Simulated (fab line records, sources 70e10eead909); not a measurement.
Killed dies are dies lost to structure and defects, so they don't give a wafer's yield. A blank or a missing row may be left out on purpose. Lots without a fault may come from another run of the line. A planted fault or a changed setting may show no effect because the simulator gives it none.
Which tool did it? | flow nand_harc | 10 lots, 29 wafers sampled, at 9 steps of a route of 1302

WHAT THE GAUGES READ, wafer by wafer
NHARC_A_CHANNEL_HOLE_D2_CD_MEAS_10: target cd 100 nm. Usual: cd_nm 100.1 nm, standard deviation 0.54.
lot  | measured     | on        | cd_nm (nm)        | flag
L976 | day 14 04:52 | cd_sem-03 | 100.2 99.4 100.3  |
L977 | day 14 16:43 | cd_sem-03 | 99.9 100.0 100.0  |
L981 | day 15 20:37 | cd_sem-03 | 100.1 100.3 99.0  |
L983 | day 16 08:29 | cd_sem-01 | 99.1 99.5 99.1    |
L984 | day 16 23:08 | cd_sem-02 | 100.6 100.1 100.8 |
L985 | day 16 21:13 | cd_sem-01 | 100.2 99.8 100.4  |
L986 | day 18 02:25 | cd_sem-01 | 100.0 100.5 100.5 |
L996 | day 21 21:31 | cd_sem-03 | 62.3 101.3        | OFF
L995 | day 21 19:38 | cd_sem-03 | 62.1 101.2 101.1  | OFF
L998 | day 22 06:53 | cd_sem-01 | 100.2 99.8 100.6  |

NHARC_A_CHANNEL_HOLE_D2_CD_MEAS_18. Usual: cd_nm 99.0 nm, standard deviation 2.3.
lot  | measured     | on        | cd_nm (nm)        | flag
L976 | day 14 06:10 | cd_sem-02 | 100.6 100.8 101.2 |
L977 | day 14 18:00 | cd_sem-01 | 97.6 93.4 96.9    |
L981 | day 15 21:55 | cd_sem-02 | 100.0 97.3 101.3  |
L983 | day 16 09:59 | cd_sem-02 | 96.9 98.9 98.1    |
L984 | day 17 00:26 | cd_sem-02 | 99.4 94.4 97.1    |
L985 | day 16 22:32 | cd_sem-01 | 102.9 100.0 99.7  |
L986 | day 18 03:43 | cd_sem-02 | 99.8 101.5 103.4  |
L996 | day 21 23:28 | cd_sem-01 | 63.5 98.3         | OFF
L995 | day 21 21:09 | cd_sem-01 | 63.2 98.3 102.4   | OFF
L998 | day 22 08:11 | cd_sem-01 | 98.9 101.6 101.5  |

NHARC_A_CHANNEL_HOLE_D2_CD_MEAS_31. Usual: cd_nm 89.2 nm, standard deviation 1.5.
lot  | measured     | on        | cd_nm (nm)     | flag
L976 | day 14 11:45 | cd_sem-02 | 92.0 88.2 89.2 |
L977 | day 14 23:37 | cd_sem-02 | 90.2 91.2 92.2 |
L981 | day 16 04:05 | cd_sem-01 | 89.5 88.6 91.3 |
L983 | day 16 15:35 | cd_sem-03 | 88.3 90.7 89.9 |
L984 | day 17 10:19 | cd_sem-01 | 88.4 88.4 89.3 |
L985 | day 17 06:08 | cd_sem-02 | 87.0 87.9 88.3 |
L986 | day 18 10:17 | cd_sem-03 | 89.6 89.7 88.9 |
L996 | day 22 05:04 | cd_sem-02 | 50.1 88.8      | OFF
L995 | day 22 02:44 | cd_sem-01 | 50.9 90.8 91.0 | OFF
L998 | day 22 20:32 | cd_sem-02 | 88.6 90.4 89.5 |

NHARC_END_SORT_01. Usual: killed_at_array 59, standard deviation 20; killed_at_other 0.8, standard deviation 1; killed_at_periphery 3.2, standard deviation 2.1; killed_dies 63, standard deviation 21; killed_open 3.0, standard deviation 1.9; killed_short 2.3, standard deviation 1.5.
lot  | measured     | on        | killed_at_array | killed_at_other | killed_at_periphery | killed_dies | killed_open | killed_short | flag
L996 | day 33 21:54 | prober-01 | 672 47          | 2 0             | 3 2                 | 677 49      | 2 3         | 3 2          | OFF
L995 | day 33 04:44 | prober-01 | 673 62 57       | 2 1 0           | 2 2 2               | 677 65 59   | 3 7 3       | 2 1 0        | OFF

WHICH TOOL RAN EACH LOT (tool, then ch and the chambers of the sampled wafers, then the start)
lot  | NHARC_A_CHANNEL_HOLE_D1_ETCH_33  | NHARC_A_CHANNEL_FILL_D1_ETCHBACK_19 | NHARC_A_CHANNEL_HOLE_D2_PEB_08    | NHARC_A_CHANNEL_HOLE_D2_ETCH_24  | NHARC_A_CHANNEL_HOLE_D2_XSEM_32
L976 | har_etch-01 ch 0,1, day 9 06:04  | rie_si-02 ch 0,1, day 10 08:19      | litho_track-04 ch 0, day 14 04:47 | har_etch-01 ch 0,1, day 14 08:22 | xsem-01 ch 0, day 14 11:50
L977 | har_etch-02 ch 0, day 9 22:47    | rie_si-02 ch 1,2,3, day 11 01:37    | litho_track-06 ch 0, day 14 16:38 | har_etch-01 ch 0, day 14 20:13   | xsem-02 ch 0, day 14 23:43
L981 | har_etch-01 ch 0,1, day 11 10:50 | rie_si-03 ch 1,2,3, day 12 12:49    | litho_track-04 ch 0, day 15 20:32 | har_etch-01 ch 0,1, day 16 00:49 | xsem-01 ch 0, day 16 04:11
L983 | har_etch-01 ch 0,1, day 11 22:29 | rie_si-04 ch 0,1,3, day 13 00:50    | litho_track-06 ch 0, day 16 08:24 | har_etch-02 ch 0,1, day 16 12:11 | xsem-02 ch 0, day 16 15:40
L984 | har_etch-02 ch 0,1, day 12 12:11 | rie_si-04 ch 2,3, day 13 14:18      | litho_track-01 ch 0, day 16 23:04 | har_etch-01 ch 0,1, day 17 07:02 | xsem-02 ch 0, day 17 10:25
L985 | har_etch-01 ch 0,1, day 12 15:26 | rie_si-03 ch 0,1, day 13 18:11      | litho_track-01 ch 0, day 16 21:08 | har_etch-01 ch 0,1, day 17 03:08 | xsem-01 ch 0, day 17 06:14
L986 | har_etch-01 ch 0,1, day 13 16:26 | rie_si-04 ch 0,1,2, day 14 18:34    | litho_track-04 ch 0, day 18 02:20 | har_etch-02 ch 0,1, day 18 06:54 | xsem-02 ch 0, day 18 10:23
L996 | har_etch-01 ch 0,1, day 17 13:01 | rie_si-04 ch 2,3, day 18 14:58      | litho_track-01 ch 0, day 21 21:26 | har_etch-02 ch 0,1, day 22 01:56 | xsem-01 ch 0, day 22 05:09
L995 | har_etch-02 ch 0,1, day 17 14:00 | rie_si-02 ch 0,3, day 18 19:10      | litho_track-01 ch 0, day 21 19:34 | har_etch-01 ch 0,1, day 21 23:29 | xsem-02 ch 0, day 22 02:49
L998 | har_etch-02 ch 0, day 17 22:50   | rie_si-03 ch 0,1,3, day 19 00:40    | litho_track-04 ch 0, day 22 06:47 | har_etch-01 ch 1, day 22 17:05   | xsem-02 ch 0, day 22 20:37
- NHARC_A_CHANNEL_HOLE_D1_ETCH_33: etches the open film in C4F8/O2/Ar, time 90 s, target depth 400 nm.
- NHARC_A_CHANNEL_FILL_D1_ETCHBACK_19: etches the open film in HBr/Cl2, target depth 5 nm, time 1.7 s.
- NHARC_A_CHANNEL_HOLE_D2_PEB_08: peb time 65 s.
- NHARC_A_CHANNEL_HOLE_D2_ETCH_24: etches the open film in C4F8/O2/Ar, time 906.2 s, target depth 1500 nm.
- NHARC_A_CHANNEL_HOLE_D2_XSEM_32

WHAT THE TOOLS THEMSELVES READ (means of the sampled wafers that have a number; where no wafer has one, the mark that the record gives instead)
NHARC_A_CHANNEL_HOLE_D1_ETCH_33. Usual: bias_v 400 V, standard deviation 4.3; drypump_motor_current_A 5.83 A, standard deviation 0.18; showerhead_plenum_p_Torr 3.62 Torr, standard deviation 0.16; throttle_valve_pct 27.620 %, standard deviation 0.01.
lot  | tool        | bias_v (V) | drypump_motor_current_A (A) | showerhead_plenum_p_Torr (Torr) | throttle_valve_pct (%) | flag
L976 | har_etch-01 | 403        | 5.78                        | 3.61                            | 27.624                 |
L977 | har_etch-02 | 403        | 5.69                        | 3.64                            | 27.625                 |
L981 | har_etch-01 | 403        | 5.91                        | 3.56                            | 27.616                 |
L983 | har_etch-01 | 398        | 5.91                        | 3.56                            | 27.604                 |
L984 | har_etch-02 | 403        | 5.80                        | 3.55                            | 27.616                 |
L985 | har_etch-01 | 398        | 5.93                        | 3.55                            | 27.622                 |
L986 | har_etch-01 | 399        | 5.91                        | 3.55                            | 27.622                 |
L996 | har_etch-01 | 407        | 5.84                        | 3.53                            | 27.619                 |
L995 | har_etch-02 | 400        | 5.89                        | 3.97                            | 27.617                 |
L998 | har_etch-02 | 395        | 5.70                        | 3.97                            | 27.611                 |

NHARC_A_CHANNEL_FILL_D1_ETCHBACK_19. Usual: drypump_motor_current_A 6.0 A, standard deviation 0.42; oes_product_au 1.003 a.u., standard deviation 0.011; throttle_valve_pct 26.406 %, standard deviation 0.0084.
lot  | tool      | drypump_motor_current_A (A) | oes_product_au (a.u.) | throttle_valve_pct (%) | flag
L976 | rie_si-02 | 6.0                         | 0.998                 | 26.407                 |
L977 | rie_si-02 | 5.9                         | 1.002                 | 26.404                 |
L981 | rie_si-03 | 5.5                         | 1.000                 | 26.408                 |
L983 | rie_si-04 | 6.0                         | 0.999                 | 26.395                 |
L984 | rie_si-04 | 6.7                         | 1.013                 | 26.406                 |
L985 | rie_si-03 | 6.0                         | 1.017                 | 26.403                 |
L986 | rie_si-04 | 6.0                         | 1.007                 | 26.405                 |
L996 | rie_si-04 | 6.7                         | 1.007                 | 26.404                 |
L995 | rie_si-02 | 5.9                         | 1.001                 | 26.416                 |
L998 | rie_si-03 | 6.0                         | 1.015                 | 26.404                 |

NHARC_A_CHANNEL_HOLE_D2_PEB_08. Usual: heater_power_total_W 156.6 W, standard deviation 0.43.
lot  | tool           | heater_power_total_W (W) | flag
L976 | litho_track-04 | 156.2                    |
L977 | litho_track-06 | 156.3                    |
L981 | litho_track-04 | 156.2                    |
L983 | litho_track-06 | 156.3                    |
L984 | litho_track-01 | 156.9                    |
L985 | litho_track-01 | 156.4                    |
L986 | litho_track-04 | 156.4                    |
L996 | litho_track-01 | 227.5                    | OFF
L995 | litho_track-01 | 203.3                    | OFF
L998 | litho_track-04 | 156.7                    |

NHARC_A_CHANNEL_HOLE_D2_ETCH_24. Usual: drypump_motor_current_A 5.85 A, standard deviation 0.2; showerhead_plenum_p_Torr 3.57 Torr, standard deviation 0.16; throttle_valve_pct 32.235 %, standard deviation 0.0094.
lot  | tool        | drypump_motor_current_A (A) | showerhead_plenum_p_Torr (Torr) | throttle_valve_pct (%) | flag
L976 | har_etch-01 | 5.77                        | 3.53                            | 32.236                 |
L977 | har_etch-01 | 6.06                        | 3.48                            | 32.234                 |
L981 | har_etch-01 | 5.76                        | 3.52                            | 32.243                 |
L983 | har_etch-02 | 5.80                        | 3.66                            | 32.238                 |
L984 | har_etch-01 | 5.92                        | 3.48                            | 32.236                 |
L985 | har_etch-01 | 5.91                        | 3.48                            | 32.238                 |
L986 | har_etch-02 | 5.79                        | 3.91                            | 32.241                 |
L996 | har_etch-02 | 5.85                        | 3.88                            | 32.238                 |
L995 | har_etch-01 | 5.92                        | 3.44                            | 32.238                 |
L998 | har_etch-01 | 5.64                        | 3.49                            | 32.238                 |

NHARC_A_CHANNEL_HOLE_D2_XSEM_32. Usual: bot_cd_nm 73.6 nm, standard deviation 1.8; bow_nm 8.61 nm, standard deviation 0.25; tilt_deg 0.06 degrees, standard deviation 0.037.
lot  | tool    | bot_cd_nm (nm) | bow_nm (nm) | tilt_deg (degrees) | flag
L976 | xsem-01 | 74.2           | 8.73        | 0.03               |
L977 | xsem-02 | 76.4           | 8.65        | 0.08               |
L981 | xsem-01 | 74.7           | 8.80        | 0.12               |
L983 | xsem-02 | 73.6           | 8.28        | 0.08               |
L984 | xsem-02 | 74.8           | 8.99        | 0.05               |
L985 | xsem-01 | 73.0           | 8.61        | 0.04               |
L986 | xsem-02 | 73.8           | 8.77        | 0.05               |
L996 | xsem-01 | 52.9           | 8.75        | 0.16               | OFF
L995 | xsem-02 | 61.4           | 8.36        | 0.08               | OFF
L998 | xsem-02 | 74.3           | 8.94        | 0.07               |

THE ANSWER, worked out from the rows above alone
Rule: a lot is off if the mean of its wafers that have a number lies more than 3 standard deviations from the usual mean. A lot without any number at a reading at which 4 lots or more have one is off too. The other lots that the step has rows for count as sound. The gauges are gone through in route order, then the tools' own readings, and for those a lot's mean is taken as printed above. The first step at which some lot is off is used, and at that step the reading that is off furthest; a lot without a number counts as furthest.
Off: L996, L995, at NHARC_A_CHANNEL_HOLE_D2_CD_MEAS_10 (cd_nm).
A tool fits if, at a process step before that reading, it ran every lot that is off, and no sound lot after the first of them. The gauges at NHARC_A_CHANNEL_HOLE_D2_CD_MEAS_10 aren't tried: what is off there is off at NHARC_A_CHANNEL_HOLE_D2_CD_MEAS_18 too, on other tools, and a gauge's error can't cause that. One fits: litho_track-01 at NHARC_A_CHANNEL_HOLE_D2_PEB_08. Its last sound lot is L984 (day 16 23:04), its first lot that is off L995 (day 21 19:34): a fault that began between those two fits.
The tool's own readings at NHARC_A_CHANNEL_HOLE_D2_PEB_08 bear it out: on the lots that are off they differ by more than 5 times the standard deviation of the sound lots' means. heater_power_total_W reads 215.4 W there against 156.4 W on the sound lots.

WHAT THE SIMULATOR HAD PUT IN
Process parameter drift: litho_track-01, from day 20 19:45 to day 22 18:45, at NHARC_A_CHANNEL_HOLE_D2_PEB_08. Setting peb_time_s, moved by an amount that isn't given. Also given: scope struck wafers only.
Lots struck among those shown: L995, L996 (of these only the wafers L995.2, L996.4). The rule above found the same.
